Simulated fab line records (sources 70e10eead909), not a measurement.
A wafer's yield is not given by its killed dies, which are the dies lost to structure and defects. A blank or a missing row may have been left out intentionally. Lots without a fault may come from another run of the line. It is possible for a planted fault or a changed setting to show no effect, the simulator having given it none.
Which tool did it? + flow nand harc + Sampling: 10 lots, 30 wafers, 6 of 1302 route steps

## WHAT THE GAUGES READ, wafer by wafer
NHARC_P_M1_CD_MEAS_09: target cd 130 nm. Usual: cd nm at 129.9 nm, with a standard deviation of 0.57.
| lot  | measured     | on        | cd nm (nm)        | flag |
|------|--------------|-----------|-------------------|------|
| L103 | day 7 00:55  | cd sem-03 | 129.9 128.9 130.3 |      |
| L104 | day 7 07:21  | cd sem-02 | 129.6 130.3 129.2 |      |
| L108 | day 9 06:55  | cd sem-01 | 129.4 129.2 129.5 |      |
| L109 | day 10 05:31 | cd sem-02 | 129.5 130.4 130.2 |      |
| L110 | day 10 15:43 | cd sem-01 | 129.1 130.7 129.5 |      |
| L114 | day 11 12:07 | cd sem-03 | 129.8 130.4 129.4 |      |
| L117 | day 13 03:34 | cd sem-01 | 122.6 122.7 129.1 | OFF  |
| L119 | day 13 13:25 | cd sem-02 | 129.3 128.6 130.6 |      |
| L120 | day 14 02:40 | cd sem-03 | 130.6 123.1 122.8 | OFF  |
| L123 | day 15 16:15 | cd sem-02 | 130.4 129.7 130.2 |      |

NHARC_END_SORT_01. Usual: defect limited yield 90.6 %, standard deviation 2.3; killed at array 59, standard deviation 16; killed at other 0.8, standard deviation 1.1; killed at periphery 3.6, standard deviation 2.4; killed dies 64, standard deviation 16; killed open 3.4, standard deviation 1.8; killed short 2.5, standard deviation 1.6.
| lot  | measured     | on        | defect limited yield (%) | killed at array | killed at other | killed at periphery | killed dies | killed open | killed short | flag |
|------|--------------|-----------|--------------------------|-----------------|-----------------|---------------------|-------------|-------------|--------------|------|
| L120 | day 32 10:10 | prober-01 | 91.3                     | 56              | 0               | 3                   | 59          | 0           | 1            |      |

## WHAT TOOL EACH LOT RAN ON (gives the tool, then ch and the chambers of the sampled wafers, and finally the start)
| lot  | NHARC_P_M0_ETCH_34                 | NHARC_P_M1_PEB_07                 | NHARC_P_M1_STRIP_18                | NHARC_P_M1_ETCH_28                            |
|------|------------------------------------|-----------------------------------|------------------------------------|-----------------------------------------------|
| L103 | rie diel-03 ch 0,2,3, day 6 21:12  | litho track-01 ch 0, day 7 00:50  | rie diel-08 ch 0,1,2, day 7 01:30  | rie diel-08 ch 1,3, no start                  |
| L104 | rie diel-02 ch 0,2,3, day 7 03:41  | litho track-04 ch 0, day 7 07:16  | rie diel-05 ch 0,1,3, day 7 07:58  | rie diel-05 ch 0,1,3, no start                |
| L108 | rie diel-02 ch 0,1, day 9 03:08    | litho track-06 ch 0, day 9 06:50  | rie diel-09 ch 1,2,3, day 9 07:31  | rie diel-09 ch 0,3, no start                  |
| L109 | rie diel-10 ch 1,2, day 10 01:45   | litho track-04 ch 0, day 10 05:25 | rie diel-08 ch 0,2,3, day 10 06:05 | rie diel-08 ch 1,2,3, no start                |
| L110 | rie diel-02 ch 0,1,3, day 10 11:57 | litho track-01 ch 0, day 10 15:38 | rie diel-09 ch 0,1,3, day 10 16:20 | rie diel-09 ch 0,1,3, no start                |
| L114 | rie diel-03 ch 0,1,3, day 11 08:05 | litho track-06 ch 0, day 11 12:02 | rie diel-09 ch 0,1,2, day 11 12:41 | rie diel-09 ch 0,1,3, no start                |
| L117 | rie diel-02 ch 0,1,3, day 12 23:48 | litho track-01 ch 0, day 13 03:29 | rie diel-08 ch 1,2, day 13 04:08   | rie diel-08 ch 0,1,3, no start                |
| L119 | rie diel-02 ch 2,3, day 13 09:42   | litho track-06 ch 0, day 13 13:20 | rie diel-09 ch 0,1,3, day 13 14:04 | rie diel-09 ch 0,1,3, no start                |
| L120 | rie diel-02 ch 0,1,3, day 13 22:52 | litho track-01 ch 0, day 14 02:35 | rie diel-05 ch 0,1,3, day 14 03:14 | rie diel-05 ch 1,2,3, day 32 10:10 or earlier |
| L123 | rie diel-02 ch 1,2,3, day 15 12:35 | litho track-04 ch 0, day 15 16:10 | rie diel-05 ch 0,3, day 15 16:50   | rie diel-05 ch 0,3, no start                  |
- NHARC_P_M0_ETCH_34: etches the open film in N2/H2, target depth 40 nm, overetch 12 nm, time 43.94 s.
- NHARC_P_M1_PEB_07: peb time 65 s.
- NHARC_P_M1_STRIP_18: strips in N2/H2.
- NHARC_P_M1_ETCH_28: etches the open film in CF4/N2, target depth 30 nm, time 72.99 s.

## AS READ BY THE TOOLS THEMSELVES (means over the sampled wafers that have a number; for cases with no such wafer, the mark the record gives instead)
NHARC_P_M0_ETCH_34. Usual: bias w 150.0 W, standard deviation 0.43; drypump motor current A 5.7 A, standard deviation 0.44; n2 flow sccm 150.0 sccm, standard deviation 0.45; oes product au 0.998 a.u., standard deviation 0.0081; rf vpp V 429.9 V, standard deviation 2.7; showerhead plenum p Torr 2.02 Torr, standard deviation 0.093; throttle valve pct 14.172 %, standard deviation 0.01.
| lot  | tool        | bias w (W) | drypump motor current A (A) | n2 flow sccm (sccm) | oes product au (a.u.) | rf vpp V (V) | showerhead plenum p Torr (Torr) | throttle valve pct (%) | flag |
|------|-------------|------------|-----------------------------|---------------------|-----------------------|--------------|---------------------------------|------------------------|------|
| L103 | rie diel-03 | 150.0      | 5.6                         | 150.0               | 1.000                 | 430.6        | 2.06                            | 14.178                 |      |
| L104 | rie diel-02 | 150.0      | 5.7                         | 150.4               | 1.008                 | 429.9        | 1.99                            | 14.173                 |      |
| L108 | rie diel-02 | 150.0      | 6.1                         | 150.3               | 0.997                 | 431.7        | 2.09                            | 14.180                 |      |
| L109 | rie diel-10 | 150.1      | 5.7                         | 150.0               | 0.996                 | 428.4        | 1.97                            | 14.179                 |      |
| L110 | rie diel-02 | 149.9      | 6.0                         | 149.8               | 0.997                 | 430.3        | 2.03                            | 14.178                 |      |
| L114 | rie diel-03 | 150.0      | 5.8                         | 149.7               | 0.998                 | 430.8        | 2.05                            | 14.169                 |      |
| L117 | rie diel-02 | 150.2      | 6.0                         | 149.4               | 0.999                 | 429.3        | 2.02                            | 14.172                 |      |
| L119 | rie diel-02 | 150.0      | 5.4                         | 149.9               | 0.992                 | 430.2        | 2.02                            | 14.166                 |      |
| L120 | rie diel-02 | 149.9      | 6.0                         | 149.8               | 0.995                 | 430.0        | 2.02                            | 14.172                 |      |
| L123 | rie diel-02 | 150.1      | 5.8                         | 149.6               | 0.995                 | 430.7        | 2.06                            | 14.167                 |      |

NHARC_P_M1_PEB_07. Usual: heater power total W 156.7 W, standard deviation 0.42; plate temp C 99.99 C, standard deviation 0.13; resist line temp C 23.01 C, standard deviation 0.11.
| lot  | tool           | heater power total W (W) | plate temp C (C) | resist line temp C (C) | flag |
|------|----------------|--------------------------|------------------|------------------------|------|
| L103 | litho track-01 | 156.9                    | 100.02           | 22.95                  |      |
| L104 | litho track-04 | 157.0                    | 100.07           | 23.10                  |      |
| L108 | litho track-06 | 156.8                    | 99.90            | 23.00                  |      |
| L109 | litho track-04 | 156.8                    | 99.99            | 22.92                  |      |
| L110 | litho track-01 | 157.0                    | 100.11           | 23.10                  |      |
| L114 | litho track-06 | 157.0                    | 99.95            | 22.93                  |      |
| L117 | litho track-01 | 167.9                    | 99.69            | 22.94                  | OFF  |
| L119 | litho track-06 | 156.5                    | 99.99            | 22.96                  |      |
| L120 | litho track-01 | 167.9                    | 99.99            | 23.12                  | OFF  |
| L123 | litho track-04 | 156.7                    | 100.10           | 23.00                  |      |

NHARC_P_M1_STRIP_18. Usual: drypump motor current A 5.8 A, standard deviation 0.48; n2 flow sccm 149.9 sccm, standard deviation 0.44; oes product au 1.001 a.u., standard deviation 0.008; rf vpp V 91.0 V, standard deviation 0.83; showerhead plenum p Torr 2.09 Torr, standard deviation 0.067; throttle valve pct 14.173 %, standard deviation 0.0089.
| lot  | tool        | drypump motor current A (A) | n2 flow sccm (sccm) | oes product au (a.u.) | rf vpp V (V) | showerhead plenum p Torr (Torr) | throttle valve pct (%) | flag |
|------|-------------|-----------------------------|---------------------|-----------------------|--------------|---------------------------------|------------------------|------|
| L103 | rie diel-08 | 5.9                         | 149.8               | 1.002                 | 91.8         | 2.15                            | 14.168                 |      |
| L104 | rie diel-05 | 5.2                         | 150.1               | 1.001                 | 91.7         | 2.07                            | 14.178                 |      |
| L108 | rie diel-09 | 5.7                         | 150.4               | 0.997                 | 90.5         | 2.12                            | 14.179                 |      |
| L109 | rie diel-08 | 6.0                         | 150.5               | 1.006                 | 90.1         | 2.07                            | 14.169                 |      |
| L110 | rie diel-09 | 5.7                         | 149.7               | 0.996                 | 90.7         | 2.08                            | 14.181                 |      |
| L114 | rie diel-09 | 6.1                         | 149.6               | 1.001                 | 90.7         | 2.08                            | 14.164                 |      |
| L117 | rie diel-08 | 5.9                         | 150.0               | 1.005                 | 90.6         | 2.12                            | 14.173                 |      |
| L119 | rie diel-09 | 5.8                         | 149.7               | 0.995                 | 91.4         | 2.08                            | 14.173                 |      |
| L120 | rie diel-05 | 5.2                         | 149.7               | 1.009                 | 90.5         | 2.06                            | 14.174                 |      |
| L123 | rie diel-05 | 5.0                         | 149.6               | 0.998                 | 90.5         | 2.05                            | 14.173                 |      |

NHARC_P_M1_ETCH_28. Usual: bias w 100.0 W, standard deviation 0.33; drypump motor current A 5.8 A, standard deviation 0.48; n2 flow sccm 99.98 sccm, standard deviation 0.29; oes product au 1.000 a.u., standard deviation 0.0092; rf vpp V 315.1 V, standard deviation 1.6; showerhead plenum p Torr 2.68 Torr, standard deviation 0.082; throttle valve pct 19.794 %, standard deviation 0.0083.
| lot  | tool        | bias w (W) | drypump motor current A (A) | n2 flow sccm (sccm) | oes product au (a.u.) | rf vpp V (V) | showerhead plenum p Torr (Torr) | throttle valve pct (%) | flag |
|------|-------------|------------|-----------------------------|---------------------|-----------------------|--------------|---------------------------------|------------------------|------|
| L103 | rie diel-08 | 100.1      | 6.0                         | 99.99               | 0.989                 | 314.9        | 2.66                            | 19.799                 |      |
| L104 | rie diel-05 | 99.8       | 5.2                         | 100.07              | 1.002                 | 314.9        | 2.66                            | 19.798                 |      |
| L108 | rie diel-09 | 99.8       | 5.8                         | 99.98               | 0.990                 | 315.4        | 2.71                            | 19.790                 |      |
| L109 | rie diel-08 | 99.8       | 6.0                         | 100.19              | 0.990                 | 314.5        | 2.65                            | 19.793                 |      |
| L110 | rie diel-09 | 99.9       | 5.8                         | 99.98               | 0.996                 | 314.8        | 2.67                            | 19.795                 |      |
| L114 | rie diel-09 | 100.1      | 5.7                         | 99.98               | 1.009                 | 315.2        | 2.67                            | 19.789                 |      |
| L117 | rie diel-08 | 99.8       | 6.0                         | 99.95               | 0.998                 | 314.8        | 2.65                            | 19.800                 |      |
| L119 | rie diel-09 | 99.5       | 5.8                         | 100.24              | 1.000                 | 314.7        | 2.67                            | 19.797                 |      |
| L120 | rie diel-05 | 99.8       | 5.6                         | 100.36              | 1.004                 | 316.6        | 2.74                            | 19.795                 |      |
| L123 | rie diel-05 | 100.0      | 5.0                         | 99.76               | 1.002                 | 313.6        | 2.64                            | 19.798                 |      |

## THE ANSWER, worked out from the rows above alone
Rule: take the mean of a lot's wafers that have a number; if it is more than 3 standard deviations from the usual mean, the lot is off. A lot without any number at a reading at which 4 lots or more have one is off too. Any other lot the step has rows for is counted as sound. The gauges are gone through in route order, then the tools' own readings, and for those a lot's mean is taken as printed above. At the first step where some lot is off, the reading lying furthest off is the one used; lots without a number count as furthest.
Off at NHARC_P_M1_CD_MEAS_09 (cd nm): L117, L120.
A tool fits if, at a process step before that reading, it ran every lot that is off, and no sound lot after the first of them. The gauges at NHARC_P_M1_CD_MEAS_09 aren't tried: what is off there is off at NHARC_P_M1_PEB_07 too, on other tools, and a gauge's error can't cause that. One candidate fits, namely litho track-01 at NHARC_P_M1_PEB_07. A fault onset in the window from L110 (day 10 15:38, its last sound lot) to L117 (day 13 03:29, its first lot off) fits.
On the lots that are off, the tool's own readings at NHARC_P_M1_PEB_07 differ by more than 5 times the standard deviation of the sound lots' means, which bears it out; heater power total W reads 167.9 W there versus 156.8 W on the sound lots.

## WHAT THE SIMULATOR PUT IN
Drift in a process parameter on litho track-01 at NHARC_P_M1_PEB_07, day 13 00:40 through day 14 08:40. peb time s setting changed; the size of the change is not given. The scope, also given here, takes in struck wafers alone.
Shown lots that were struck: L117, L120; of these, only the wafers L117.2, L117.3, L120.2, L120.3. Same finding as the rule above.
